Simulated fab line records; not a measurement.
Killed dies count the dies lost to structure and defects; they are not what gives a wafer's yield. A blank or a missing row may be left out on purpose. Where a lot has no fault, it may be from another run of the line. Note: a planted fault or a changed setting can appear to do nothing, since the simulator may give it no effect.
Which tool is to blame? -- flow n5Finfet -- 9 lots with 27 wafers sampled at 5 steps, on a route of 1938 steps

WHAT EACH GAUGE READ, for each wafer
N5_SDB_CD_MEAS_11: the cd target is 50 nm. Usual: cdNm at 49.8 nm, with a standard deviation of 1.
lot,measured,on,cdNm (nm),flag
L591,day 3 19:13,cdSem-03,51.2 50.3 50.0,
L593,day 4 08:43,cdSem-01,49.5 48.4 49.0,
L600,day 6 00:58,cdSem-02,50.8 49.8 49.5,
L601,day 6 07:42,cdSem-03,50.3 50.5 50.2,
L605,day 7 08:06,cdSem-02,51.2 50.8 50.1,
L606,day 7 14:18,cdSem-01,51.7 51.0 49.2,
L608,day 8 00:39,cdSem-01,49.6 51.7 50.2,
L611,day 8 17:26,cdSem-01,49.4 49.9 50.5,
L613,day 9 08:52,cdSem-02,50.7 49.4 49.2,

N5_BEOL_M4_RC_MEAS_101. Usual: DIBL_N 35.9 mV/V, standard deviation 1.9; DIBL_P 35.8 mV/V, standard deviation 2.4; IOFF_N 0.15 nA/um, standard deviation 0.031; IOFF_P 0.21 nA/um, standard deviation 0.037; ION_N 672 uA/um, standard deviation 13; ION_P 462 uA/um, standard deviation 8.3; SS_N 71.5 mV/dec, standard deviation 0.72; SS_P 73.2 mV/dec, standard deviation 0.67; VT_N 250 mV, standard deviation 3.4; VT_P -250 mV, standard deviation 3.4.
lot,measured,on,DIBL_N (mV/V),DIBL_P (mV/V),IOFF_N (nA/um),IOFF_P (nA/um),ION_N (uA/um),ION_P (uA/um),SS_N (mV/dec),SS_P (mV/dec),VT_N (mV),VT_P (mV),flag
L591,day 7 22:57,prober-02,37.0 36.5 36.5,37.6 35.3 36.1,0.15 0.13 0.13,0.22 0.18 0.19,676 657 660,466 450 457,71.2 71.2 71.4,73.8 73.2 72.7,250 253 252,-250 -253 -251,
L593,day 8 16:59,prober-02,32.8 33.6 32.4,33.2 34.1 32.9,0.11 0.11 0.10,0.14 0.14 0.13,650 640 651,452 435 444,70.8 70.8 70.5,72.9 73.1 72.6,255 259 258,-258 -259 -258,
L600,day 10 04:37,prober-02,37.3 40.0 34.2,35.6 39.7 33.6,0.15 0.20 0.11,0.20 0.27 0.18,661 683 652,455 464 455,72.2 73.4 71.5,73.8 73.9 72.0,252 248 255,-250 -249 -252,
L601,day 10 09:46,prober-01,35.1 33.3 36.9,35.3 33.8 37.2,0.13 0.11 0.16,0.17 0.15 0.20,665 658 675,456 457 459,70.7 70.6 72.0,72.8 73.1 73.7,253 255 251,-254 -257 -251,
L605,day 11 21:35,prober-01,34.7 36.6 36.2,34.6 36.6 35.9,0.13 0.15 0.14,0.18 0.20 0.19,674 669 683,464 457 465,70.5 71.8 71.5,73.1 72.7 72.9,248 251 253,-256 -250 -252,
L606,day 11 16:10,prober-01,38.7 38.1 36.4,40.9 38.9 37.9,0.24 0.21 0.17,0.30 0.25 0.22,691 670 684,472 463 469,72.6 72.7 71.6,73.3 72.8 74.0,244 247 251,-245 -244 -247,
L608,day 11 21:08,prober-02,39.6 38.2 36.8,39.5 36.9 36.1,0.21 0.18 0.16,0.29 0.24 0.22,684 682 674,476 469 464,71.4 72.2 71.6,74.8 73.5 73.5,243 247 248,-247 -251 -249,
L611,day 13 07:49,prober-01,37.3 35.4 35.8,37.4 36.2 35.8,0.19 0.16 0.17,0.26 0.23 0.23,682 676 688,470 472 471,71.5 70.8 70.9,73.0 73.6 72.9,244 247 247,-246 -248 -248,
L613,day 13 22:01,prober-01,38.1 37.9 35.8,39.6 38.2 37.0,0.19 0.18 0.15,0.26 0.23 0.20,677 696 674,462 474 464,72.5 72.1 71.2,74.5 74.2 74.0,246 249 251,-246 -248 -251,

WHICH TOOL RAN EACH LOT (tool, then ch and the chambers of the sampled wafers, then the start)
lot,N5_ILD0_CMP_07,N5_SDB_ETCH_25,N5_SDB_ALD_29
L591,"cmp-03 ch 0,1,3, day 3 15:17","rieDiel-05 ch 0,1,2, day 3 20:03","aldSin-04 ch 0,1,3, day 3 20:41"
L593,"cmp-04 ch 0,2, day 4 04:31","rieDiel-04 ch 0,1, day 4 09:36","aldSin-02 ch 1,2,3, day 4 09:52"
L600,"cmp-02 ch 0,2,3, day 5 20:58","rieDiel-06 ch 0,1, day 6 03:01","aldSin-04 ch 0,2,3, day 6 03:17"
L601,"cmp-04 ch 0,3, day 6 03:48","rieDiel-06 ch 1,2, day 6 09:10","aldSin-02 ch 1,2, day 6 09:25"
L605,"cmp-04 ch 1,2, day 7 04:14","rieDiel-06 ch 0,3, day 7 08:49","aldSin-01 ch 1,2,3, day 7 09:05"
L606,"cmp-02 ch 0,2,3, day 7 10:23","rieDiel-04 ch 0,2,3, day 7 14:56","aldSin-01 ch 0,1,3, day 7 15:13"
L608,"cmp-04 ch 0,3, day 7 20:38","rieDiel-06 ch 1,2,3, day 8 01:17","aldSin-01 ch 0,1,2, day 8 01:33"
L611,"cmp-04 ch 0,1,3, day 8 13:14","rieDiel-04 ch 1,2,3, day 8 19:08","aldSin-02 ch 0,1,2, day 8 19:25"
L613,"cmp-04 ch 0,2,3, day 9 05:02","rieDiel-06 ch 1,2, day 9 09:45","aldSin-04 ch 2,3, day 9 10:11"
- N5_ILD0_CMP_07: polishes SiO2 flowable, stops on poly-Si, t overpolish 1.18 s, target thk 138.88 nm.
- N5_SDB_ETCH_25: etches SiO2 in C4F6/O2, target depth 10 nm, time 3.3 s.
- N5_SDB_ALD_29: deposits SiNx, target thk 30 nm, pulse time 1 s, ald cycles 600.

AS READ BY THE TOOLS THEMSELVES (means over the sampled wafers that have a number; for cases with no such wafer, the mark the record gives instead)
N5_ILD0_CMP_07. Usual: motorCurrentA at 12.7 A, with a standard deviation of 0.75.
lot,tool,motorCurrentA (A),flag
L591,cmp-03,12.7,
L593,cmp-04,12.6,
L600,cmp-02,13.0,
L601,cmp-04,12.1,
L605,cmp-04,13.8,
L606,cmp-02,12.8,
L608,cmp-04,11.7,
L611,cmp-04,12.3,
L613,cmp-04,12.6,

N5_SDB_ETCH_25. Usual: chamberPressureMTorr 29.999 mTorr, standard deviation 0.029; drypumpMotorCurrentA 5.7 A, standard deviation 0.51; oes_o_777_au 0.80 a.u., standard deviation 0.09; oesProductAu 0.79 a.u., standard deviation 0.09; rfVppV 665 V, standard deviation 14; showerheadPlenumPTorr 2.81 Torr, standard deviation 0.098; throttleValvePct 21.22 %, standard deviation 0.21.
lot,tool,chamberPressureMTorr (mTorr),drypumpMotorCurrentA (A),oes_o_777_au (a.u.),oesProductAu (a.u.),rfVppV (V),showerheadPlenumPTorr (Torr),throttleValvePct (%),flag
L591,rieDiel-05,30.004,6.1,0.80,0.81,669,2.79,21.20,
L593,rieDiel-04,30.010,5.9,0.92,0.89,646,2.94,21.36,
L600,rieDiel-06,29.989,6.2,0.71,0.70,660,2.75,21.33,
L601,rieDiel-06,29.977,5.6,0.82,0.81,658,2.71,21.18,
L605,rieDiel-06,30.011,6.0,0.76,0.77,665,2.81,21.22,
L606,rieDiel-04,29.991,5.3,0.74,0.73,669,2.89,21.34,
L608,rieDiel-06,30.019,5.4,0.87,0.86,664,2.76,21.08,
L611,rieDiel-04,29.995,5.2,0.77,0.76,663,2.86,21.41,
L613,rieDiel-06,29.982,5.6,0.85,0.85,663,2.78,21.02,

N5_SDB_ALD_29. Usual: heaterPowerW 823 W, standard deviation 70; precursorPulseHeightRel 0.996, standard deviation 0.02.
lot,tool,heaterPowerW (W),precursorPulseHeightRel,flag
L591,aldSin-04,888,1.002,
L593,aldSin-02,826,0.997,
L600,aldSin-04,909,0.987,
L601,aldSin-02,866,0.991,
L605,aldSin-01,771,0.973,
L606,aldSin-01,777,1.033,
L608,aldSin-01,774,0.994,
L611,aldSin-02,828,0.989,
L613,aldSin-04,833,1.009,

THE ANSWER, worked out from the rows above alone
Rule: lot off if the mean of its wafers having a number is beyond 3 standard deviations from the usual mean. A lot without any number at a reading at which 4 lots or more have one is off too. Where the step has rows for the other lots, those lots are counted as sound. First the gauges in route order, then the tools' own readings, where a lot's mean is used as printed above. At the first step where some lot is off, the reading lying furthest off is the one used; lots without a number count as furthest.
No lot is off at any reading shown: from this, nothing can be told.

WHAT THE SIMULATOR HAD PUT IN
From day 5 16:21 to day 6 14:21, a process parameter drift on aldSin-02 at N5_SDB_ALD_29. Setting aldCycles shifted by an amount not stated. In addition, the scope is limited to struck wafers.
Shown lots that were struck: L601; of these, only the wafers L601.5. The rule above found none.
